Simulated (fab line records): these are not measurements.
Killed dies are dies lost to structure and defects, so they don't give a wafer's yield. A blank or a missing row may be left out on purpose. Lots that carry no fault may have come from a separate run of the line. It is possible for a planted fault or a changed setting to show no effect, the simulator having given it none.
Which tool is to blame? -- flow n5_finfet -- 63 wafers from 21 lots sampled at 6 of the route's 1938 steps

WHAT THE GAUGES SHOWED, per wafer
The record lacks any reading of a measuring or inspecting step that a usual standard deviation could be used to judge.

WHAT TOOL EACH LOT RAN ON (gives the tool, then ch and the chambers of the sampled wafers, and finally the start)
lot,N5_BEOL_M10_STRIP_77,N5_BEOL_M11_ETCH_62,N5_BEOL_M11_STRIP_67,N5_BEOL_M11_TRENCH_ETCH_37,N5_BEOL_M11_ALD_74,N5_BEOL_M11_ANNEAL_51
L074,"rie_diel-01 ch 1,2,3, day 9 12:02 or earlier","rie_diel-05 ch 0,1,3, day 9 12:02","rie_diel-05 ch 0,1,3, day 9 12:11","rie_diel-06 ch 0,1, day 9 15:50 or earlier","ald_metal-04 ch 1,2,3, day 9 15:50","rtp_anneal-01 ch 0, day 9 16:45"
L078,"rie_diel-04 ch 0,1,2, day 11 01:10 or earlier","rie_diel-05 ch 0,1,3, day 11 01:10","rie_diel-05 ch 0,1,3, day 11 01:19","rie_diel-02 ch 0,1,2, day 11 06:56 or earlier","ald_metal-04 ch 1,2,3, day 11 06:56","rtp_anneal-02 ch 0, day 11 07:46"
L075,"rie_diel-04 ch 0,3, day 11 07:43 or earlier","rie_diel-02 ch 0,2,3, day 11 07:43","rie_diel-02 ch 0,2,3, day 11 07:52","rie_diel-06 ch 1,2, day 11 10:34 or earlier","ald_metal-03 ch 0,3, day 11 10:34","rtp_anneal-02 ch 0, day 11 11:59"
L076,"rie_diel-01 ch 1,2, day 11 16:13 or earlier","rie_diel-05 ch 0,1,3, day 11 16:13","rie_diel-05 ch 0,1,3, day 11 16:21","rie_diel-06 ch 0,3, day 11 19:15 or earlier","ald_metal-03 ch 0,2, day 11 19:15","rtp_anneal-01 ch 0, day 11 20:34"
L079,"rie_diel-04 ch 1,3, day 11 22:40 or earlier","rie_diel-06 ch 1,2, day 11 22:40","rie_diel-06 ch 1,2, day 11 22:48","rie_diel-06 ch 0,1,3, day 12 01:25 or earlier","ald_metal-04 ch 1,3, day 12 01:25","rtp_anneal-01 ch 0, day 12 04:21"
L081,"rie_diel-04 ch 2,3, day 12 22:20 or earlier","rie_diel-06 ch 0,3, day 12 22:20","rie_diel-06 ch 0,3, day 12 22:28","rie_diel-02 ch 0,3, day 13 01:38 or earlier","ald_metal-02 ch 3, day 13 01:38","rtp_anneal-02 ch 0, day 13 02:47"
L083,"rie_diel-03 ch 0,3, day 12 22:05 or earlier","rie_diel-06 ch 0,2, day 12 22:05","rie_diel-06 ch 0,2, day 12 22:13","rie_diel-06 ch 1,2,3, day 13 01:54 or earlier","ald_metal-04 ch 1,2,3, day 13 01:54","rtp_anneal-01 ch 0, day 13 03:14"
L082,"rie_diel-03 ch 1,2,3, day 12 23:16 or earlier","rie_diel-02 ch 0,2, day 12 23:16","rie_diel-02 ch 0,2, day 12 23:25","rie_diel-02 ch 0,1,2, day 13 02:01 or earlier","ald_metal-03 ch 1,3, day 13 02:01","rtp_anneal-02 ch 0, day 13 03:22"
L084,"rie_diel-01 ch 1,2,3, day 13 01:35 or earlier","rie_diel-05 ch 2,3, day 13 01:35","rie_diel-05 ch 2,3, day 13 01:44","rie_diel-05 ch 0,1,2, day 13 06:53 or earlier","ald_metal-04 ch 0,1,3, day 13 06:53","rtp_anneal-01 ch 0, day 13 10:56"
L085,"rie_diel-03 ch 0,2, day 13 05:44 or earlier","rie_diel-02 ch 0,1, day 13 05:44","rie_diel-02 ch 0,1, day 13 05:53","rie_diel-02 ch 1,2, day 13 11:03 or earlier","ald_metal-03 ch 0,2,3, day 13 11:03","rtp_anneal-02 ch 0, day 13 12:21"
L086,"rie_diel-04 ch 0,1, day 13 14:38 or earlier","rie_diel-05 ch 1,2, day 13 14:38","rie_diel-05 ch 1,2, day 13 14:47","rie_diel-05 ch 0,1,2, day 13 17:52 or earlier","ald_metal-02 ch 1,3, day 13 17:52","rtp_anneal-02 ch 0, day 13 19:46"
L087,"rie_diel-03 ch 0,1,3, day 14 02:58 or earlier","rie_diel-05 ch 1,2,3, day 14 02:58","rie_diel-05 ch 1,2,3, day 14 03:07","rie_diel-02 ch 1,2, day 14 06:43 or earlier","ald_metal-03 ch 0,2, day 14 06:43","rtp_anneal-01 ch 0, day 14 07:26"
L088,"rie_diel-01 ch 0,1,2, day 14 03:19 or earlier","rie_diel-05 ch 0,3, day 14 03:19","rie_diel-05 ch 0,3, day 14 03:28","rie_diel-06 ch 0,1, day 14 07:10 or earlier","ald_metal-03 ch 2,3, day 14 07:10","rtp_anneal-02 ch 0, day 14 09:45"
L089,"rie_diel-01 ch 1,2,3, day 14 05:41 or earlier","rie_diel-06 ch 1,2,3, day 14 05:41","rie_diel-06 ch 1,2,3, day 14 05:49","rie_diel-02 ch 1,3, day 14 09:52 or earlier","ald_metal-03 ch 0,2,3, day 14 09:52","rtp_anneal-01 ch 0, day 14 11:24"
L090,"rie_diel-03 ch 0,1,2, day 14 19:58 or earlier","rie_diel-06 ch 1,2,3, day 14 19:58","rie_diel-06 ch 1,2,3, day 14 20:07","rie_diel-06 ch 1,2,3, day 14 23:20 or earlier","ald_metal-02 ch 0,1,3, day 14 23:20","rtp_anneal-01 ch 0, day 15 00:22"
L091,"rie_diel-04 ch 0,2,3, day 15 03:10 or earlier","rie_diel-02 ch 1,2, day 15 03:10","rie_diel-02 ch 1,2, day 15 03:18","rie_diel-05 ch 0,3, day 15 08:03 or earlier","ald_metal-03 ch 0,2, day 15 08:03","rtp_anneal-01 ch 0, day 15 09:14"
L094,"rie_diel-04 ch 0,1,3, day 15 09:50 or earlier","rie_diel-06 ch 1,2,3, day 15 09:50","rie_diel-06 ch 1,2,3, day 15 09:59","rie_diel-05 ch 2,3, day 15 14:26 or earlier","ald_metal-02 ch 1,3, day 15 14:26","rtp_anneal-02 ch 0, day 15 16:48"
L092,"rie_diel-03 ch 1,3, day 15 10:59 or earlier","rie_diel-02 ch 0,1,3, day 15 10:59","rie_diel-02 ch 0,1,3, day 15 11:08","rie_diel-02 ch 0,2,3, day 15 13:40 or earlier","ald_metal-03 ch 0,2,3, day 15 13:40","rtp_anneal-02 ch 0, day 15 14:34"
L093,"rie_diel-04 ch 0,1,3, day 15 11:12 or earlier","rie_diel-05 ch 0,2,3, day 15 11:12","rie_diel-05 ch 0,2,3, day 15 11:21","rie_diel-06 ch 1,2,3, day 15 13:53 or earlier","ald_metal-02 ch 0,2,3, day 15 13:53","rtp_anneal-01 ch 0, day 15 14:45"
L096,"rie_diel-03 ch 1,2,3, day 16 02:03 or earlier","rie_diel-05 ch 0,2,3, day 16 02:03","rie_diel-05 ch 0,2,3, day 16 02:11","rie_diel-02 ch 1,3, day 16 06:19 or earlier","ald_metal-04 ch 0,1, day 16 06:19","rtp_anneal-02 ch 0, day 16 07:02"
L097,"rie_diel-04 ch 0,1, day 16 06:59 or earlier","rie_diel-06 ch 0,1,3, day 16 06:59","rie_diel-06 ch 0,1,3, day 16 07:08","rie_diel-05 ch 0,1,3, day 16 10:03 or earlier","ald_metal-04 ch 1,2, day 16 10:03","rtp_anneal-01 ch 0, day 16 11:35"
- N5_BEOL_M10_STRIP_77: strips in N2/H2, time 10 s.
- N5_BEOL_M11_ETCH_62: etches SOC in N2/H2, target depth 110 nm, overetch 22 nm, time 165 s.
- N5_BEOL_M11_STRIP_67: strips in CF4.
- N5_BEOL_M11_TRENCH_ETCH_37: etches SiCOH lowk in C4F6/O2, target depth 148.83 nm, time 48 s.
- N5_BEOL_M11_ALD_74: deposits TaN, target thk 2 nm, pulse time 2 s, purge time 3 s.
- N5_BEOL_M11_ANNEAL_51: time 90 s.

WHAT THE TOOLS THEMSELVES READ (means of the sampled wafers that have a number; where no wafer has one, the mark that the record gives instead)
N5_BEOL_M10_STRIP_77. Usual: drypump_motor_current_A 5.9 A, standard deviation 0.4; oes_product_au 0.81 a.u., standard deviation 0.099; rf_vpp_V 59.3 V, standard deviation 0.73; showerhead_plenum_p_Torr 2.53 Torr, standard deviation 0.063; temp_c 40.00 C, standard deviation 0.11; throttle_valve_pct 23.74 %, standard deviation 0.25.
lot,tool,drypump_motor_current_A (A),oes_product_au (a.u.),rf_vpp_V (V),showerhead_plenum_p_Torr (Torr),temp_c (C),throttle_valve_pct (%),flag
L074,rie_diel-01,6.2,0.77,59.1,2.54,40.04,23.85,
L078,rie_diel-04,5.4,0.72,59.6,2.55,39.99,23.96,
L075,rie_diel-04,5.8,0.84,58.8,2.49,40.01,23.75,
L076,rie_diel-01,6.4,0.72,58.9,2.52,40.18,23.96,
L079,rie_diel-04,6.0,0.85,59.6,2.54,40.00,23.81,
L081,rie_diel-04,5.5,0.76,59.5,2.49,39.99,23.86,
L083,rie_diel-03,5.7,0.96,59.5,2.56,39.91,23.31,
L082,rie_diel-03,6.0,0.84,58.7,2.50,39.97,23.67,
L084,rie_diel-01,6.2,0.74,58.9,2.53,40.08,23.87,
L085,rie_diel-03,5.7,0.77,59.5,2.54,40.07,23.63,
L086,rie_diel-04,5.5,0.86,59.8,2.54,39.89,23.74,
L087,rie_diel-03,5.9,0.92,59.5,2.52,39.97,23.52,
L088,rie_diel-01,6.3,0.74,58.9,2.56,39.96,23.87,
L089,rie_diel-01,6.2,0.74,59.2,2.53,40.06,23.90,
L090,rie_diel-03,5.8,0.83,59.6,2.53,40.06,23.67,
L091,rie_diel-04,5.5,0.81,59.0,2.49,40.01,23.75,
L094,rie_diel-04,5.7,0.83,59.4,2.53,40.09,23.81,
L092,rie_diel-03,6.0,0.88,58.7,2.48,40.02,23.71,
L093,rie_diel-04,5.7,0.82,58.9,2.53,40.01,23.80,
L096,rie_diel-03,6.0,0.80,59.2,2.49,39.94,23.70,
L097,rie_diel-04,5.6,0.77,59.7,2.58,40.07,23.95,

N5_BEOL_M11_ETCH_62. Usual: drypump_motor_current_A 5.8 A, standard deviation 0.5; oes_product_au 0.67 a.u., standard deviation 0.059; rf_vpp_V 523.9 V, standard deviation 2.7; showerhead_plenum_p_Torr 2.55 Torr, standard deviation 0.091; temp_c 39.98 C, standard deviation 0.1; throttle_valve_pct 17.87 %, standard deviation 0.25.
lot,tool,drypump_motor_current_A (A),oes_product_au (a.u.),rf_vpp_V (V),showerhead_plenum_p_Torr (Torr),temp_c (C),throttle_valve_pct (%),flag
L074,rie_diel-05,5.7,0.74,525.5,2.62,39.92,17.78,
L078,rie_diel-05,5.7,0.73,525.4,2.61,40.00,17.80,
L075,rie_diel-02,5.6,0.72,524.4,2.58,39.97,17.71,
L076,rie_diel-05,5.8,0.72,525.6,2.61,40.02,17.80,
L079,rie_diel-06,5.8,0.62,521.4,2.45,39.90,17.90,
L081,rie_diel-06,6.3,0.68,522.4,2.50,40.04,17.76,
L083,rie_diel-06,6.0,0.68,524.9,2.56,39.98,17.70,
L082,rie_diel-02,5.1,0.69,522.7,2.54,40.01,17.82,
L084,rie_diel-05,5.5,0.66,525.2,2.58,40.10,18.12,
L085,rie_diel-02,5.3,0.68,527.5,2.68,39.98,18.08,
L086,rie_diel-05,5.5,0.61,524.9,2.56,39.87,18.26,
L087,rie_diel-05,5.6,0.66,526.1,2.61,39.97,18.09,
L088,rie_diel-05,5.7,0.74,524.7,2.56,40.00,17.62,
L089,rie_diel-06,6.2,0.64,520.8,2.46,40.02,17.88,
L090,rie_diel-06,6.2,0.64,522.1,2.46,40.00,17.89,
L091,rie_diel-02,5.4,0.63,523.8,2.57,39.99,18.01,
L094,rie_diel-06,6.2,0.63,521.2,2.46,39.89,17.89,
L092,rie_diel-02,5.7,0.67,526.1,2.63,40.01,17.91,
L093,rie_diel-05,5.6,0.69,524.1,2.56,39.87,17.88,
L096,rie_diel-05,5.6,0.69,525.2,2.56,40.04,17.89,
L097,rie_diel-06,5.9,0.64,522.3,2.48,39.97,17.84,

N5_BEOL_M11_STRIP_67. Usual: drypump_motor_current_A 5.8 A, standard deviation 0.49; oes_product_au 0.79 a.u., standard deviation 0.07; rf_vpp_V 271.2 V, standard deviation 1.4; showerhead_plenum_p_Torr 1.80 Torr, standard deviation 0.062; throttle_valve_pct 13.60 %, standard deviation 0.25.
lot,tool,drypump_motor_current_A (A),oes_product_au (a.u.),rf_vpp_V (V),showerhead_plenum_p_Torr (Torr),throttle_valve_pct (%),flag
L074,rie_diel-05,5.7,0.88,271.2,1.85,13.41,
L078,rie_diel-05,5.7,0.86,271.4,1.84,13.45,
L075,rie_diel-02,5.6,0.85,271.2,1.82,13.47,
L076,rie_diel-05,5.7,0.85,272.0,1.84,13.45,
L079,rie_diel-06,5.9,0.74,270.2,1.74,13.69,
L081,rie_diel-06,6.3,0.81,271.4,1.76,13.50,
L083,rie_diel-06,6.0,0.79,271.9,1.80,13.47,
L082,rie_diel-02,5.1,0.81,271.0,1.79,13.57,
L084,rie_diel-05,5.5,0.77,271.8,1.82,13.80,
L085,rie_diel-02,5.2,0.81,272.7,1.88,13.76,
L086,rie_diel-05,5.5,0.72,272.6,1.80,13.93,
L087,rie_diel-05,5.6,0.77,271.3,1.84,13.76,
L088,rie_diel-05,5.7,0.88,271.2,1.80,13.28,
L089,rie_diel-06,6.2,0.75,270.3,1.75,13.69,
L090,rie_diel-06,6.2,0.75,270.9,1.74,13.70,
L091,rie_diel-02,5.4,0.73,271.6,1.81,13.69,
L094,rie_diel-06,6.2,0.75,270.1,1.74,13.72,
L092,rie_diel-02,5.7,0.79,272.3,1.85,13.63,
L093,rie_diel-05,5.6,0.81,270.5,1.81,13.57,
L096,rie_diel-05,5.6,0.81,271.4,1.81,13.58,
L097,rie_diel-06,5.9,0.76,270.4,1.75,13.58,

N5_BEOL_M11_TRENCH_ETCH_37. Usual: drypump_motor_current_A 5.8 A, standard deviation 0.53; oes_o_777_au 0.79 a.u., standard deviation 0.066; oes_product_au 0.79 a.u., standard deviation 0.068; rf_vpp_V 662 V, standard deviation 4.1; showerhead_plenum_p_Torr 2.86 Torr, standard deviation 0.095; throttle_valve_pct 20.94 %, standard deviation 0.22.
lot,tool,drypump_motor_current_A (A),oes_o_777_au (a.u.),oes_product_au (a.u.),rf_vpp_V (V),showerhead_plenum_p_Torr (Torr),throttle_valve_pct (%),flag
L074,rie_diel-06,5.6,0.76,0.77,663,2.78,20.84,
L078,rie_diel-02,5.3,0.81,0.80,658,2.90,20.99,
L075,rie_diel-06,5.8,0.72,0.73,665,2.76,21.02,
L076,rie_diel-06,6.2,0.82,0.81,659,2.79,20.83,
L079,rie_diel-06,5.9,0.78,0.79,660,2.78,20.85,
L081,rie_diel-02,5.6,0.86,0.86,661,2.97,21.02,
L083,rie_diel-06,6.2,0.75,0.75,662,2.77,21.01,
L082,rie_diel-02,5.2,0.79,0.79,659,2.90,21.00,
L084,rie_diel-05,5.6,0.78,0.77,664,2.85,21.02,
L085,rie_diel-02,5.3,0.77,0.75,659,2.81,20.88,
L086,rie_diel-05,5.6,0.78,0.77,664,2.85,21.02,
L087,rie_diel-02,5.2,0.75,0.75,659,2.80,20.89,
L088,rie_diel-06,5.6,0.73,0.75,662,2.77,20.88,
L089,rie_diel-02,6.2,0.81,0.81,663,2.90,20.79,
L090,rie_diel-06,6.2,0.75,0.74,661,2.77,21.02,
L091,rie_diel-05,5.7,0.88,0.88,666,2.86,20.66,
L094,rie_diel-05,5.5,0.77,0.76,668,2.88,21.20,
L092,rie_diel-02,5.6,0.82,0.81,661,2.87,20.92,
L093,rie_diel-06,6.2,0.74,0.74,662,2.76,21.04,
L096,rie_diel-02,5.9,0.75,0.74,661,2.90,20.92,
L097,rie_diel-05,5.7,0.81,0.81,663,2.90,20.89,

N5_BEOL_M11_ALD_74. Usual: heater_power_w 420 W, standard deviation 44; mfc_carrier_sccm 1500 sccm, standard deviation 5.1; precursor_vessel_carrier_sccm 1000 sccm, standard deviation 3.1.
lot,tool,heater_power_w (W),mfc_carrier_sccm (sccm),precursor_vessel_carrier_sccm (sccm),flag
L074,ald_metal-04,420,1499,999,
L078,ald_metal-04,418,1501,999,
L075,ald_metal-03,417,1504,999,
L076,ald_metal-03,383,1504,998,
L079,ald_metal-04,461,1501,1001,
L081,ald_metal-02,416,1502,997,
L083,ald_metal-04,422,1497,999,
L082,ald_metal-03,460,1494,996,
L084,ald_metal-04,457,1499,1000,
L085,ald_metal-03,421,1498,1002,
L086,ald_metal-02,426,1504,1002,
L087,ald_metal-03,377,1500,1004,
L088,ald_metal-03,456,1502,995,
L089,ald_metal-03,414,1493,1002,
L090,ald_metal-02,433,1501,1003,
L091,ald_metal-03,384,1501,997,
L094,ald_metal-02,423,1500,996,
L092,ald_metal-03,417,1500,1000,
L093,ald_metal-02,413,1496,1000,
L096,ald_metal-04,419,1498,997,
L097,ald_metal-04,389,1498,998,

N5_BEOL_M11_ANNEAL_51. Usual: wafer_temp_C_max at 226.0, with a standard deviation of 0.32.
lot,tool,wafer_temp_C_max,flag
L074,rtp_anneal-01,226.3,
L078,rtp_anneal-02,225.8,
L075,rtp_anneal-02,225.8,
L076,rtp_anneal-01,226.0,
L079,rtp_anneal-01,226.2,
L081,rtp_anneal-02,225.8,
L083,rtp_anneal-01,226.1,
L082,rtp_anneal-02,225.8,
L084,rtp_anneal-01,225.9,
L085,rtp_anneal-02,226.1,
L086,rtp_anneal-02,225.7,
L087,rtp_anneal-01,226.5,
L088,rtp_anneal-02,225.8,
L089,rtp_anneal-01,226.2,
L090,rtp_anneal-01,226.3,
L091,rtp_anneal-01,226.4,
L094,rtp_anneal-02,225.9,
L092,rtp_anneal-02,225.7,
L093,rtp_anneal-01,226.0,
L096,rtp_anneal-02,225.9,
L097,rtp_anneal-01,226.3,

THE ANSWER, worked out from the rows above alone
Rule: take the mean of a lot's wafers that have a number; if it is more than 3 standard deviations from the usual mean, the lot is off. A lot without any number at a reading at which 4 lots or more have one is off too. Where the step has rows for the other lots, those lots are counted as sound. Order of review: gauges by route order, followed by the tools' own readings, for which a lot's mean as printed above is used. The first step at which some lot is off is used, and at that step the reading that is off furthest; a lot without a number counts as furthest.
Across all readings shown, no lot is off: no conclusion can be drawn from this.

WHAT THE SIMULATOR HAD INSERTED
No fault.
